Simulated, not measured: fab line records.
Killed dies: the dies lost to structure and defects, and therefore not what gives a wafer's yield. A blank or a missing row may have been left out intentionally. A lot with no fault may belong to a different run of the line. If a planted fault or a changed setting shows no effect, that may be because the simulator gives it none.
Matching of chambers -- flow n5Finfet -- 4 sister chambers for N5_ILD0_CMP_12 on cmp-03
The step polishes SiNx, stops on poly-Si, t overpolish 6 s, target thk 17.67 nm. 8 wafers are shown with their chamber, then 10 later ones without.

WAFERS PAIRED WITH THEIR CHAMBERS
wafer,chamber,motorCurrentA (A),timeToEndpointS (s)
L080.4,1,10.4,26.3
L084.3,2,9.4,28.7
L084.6,0,8.4,32.7
L085.1,2,9.8,28.8
L085.3,3,10.1,25.7
L085.6,1,10.6,27.9
L088.1,0,8.6,30.7
L088.3,3,10.3,26.0

WAFERS WHOSE CHAMBER IS MISSING
wafer,motorCurrentA (A),timeToEndpointS (s)
L088.6,10.2,27.5
L090.2,9.6,32.2
L090.4,8.0,31.6
L090.6,9.1,31.5
L093.2,8.8,30.2
L093.4,9.6,30.8
L093.5,10.4,28.2
L094.2,10.7,25.3
L094.4,8.3,31.6
L094.6,10.3,26.8

THE CHAMBER EACH PASSED THROUGH
wafer,from the rows above,in truth
L088.6,can't be placed: 1 or 3 or 2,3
L090.2,2,2
L090.4,0,0
L090.6,can't be placed: 0 or 2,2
L093.2,0,0
L093.4,2,2
L093.5,can't be placed: 1 or 3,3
L094.2,can't be placed: 1 or 3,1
L094.4,0,0
L094.6,can't be placed: 1 or 3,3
Correctly placed: 5 of 10. Can't be placed from these rows: 5 (the true chamber is among the candidates in 5). Placed wrongly: 0.
How it was worked out, from the rows above alone: a wafer's distance from a chamber is the root of the sum, over the readings, of the square of ((its reading less the chamber's mean) divided by the reading's scatter). The wafer belongs to the nearest chamber; if the next one is less than 2 further off, it can't be placed. The mean given for a chamber averages the wafers shown for that chamber. The scatter: take each reading less its chamber's mean, square it, sum over the shown wafers, divide by the number of wafers less the number of chambers, and take the root.
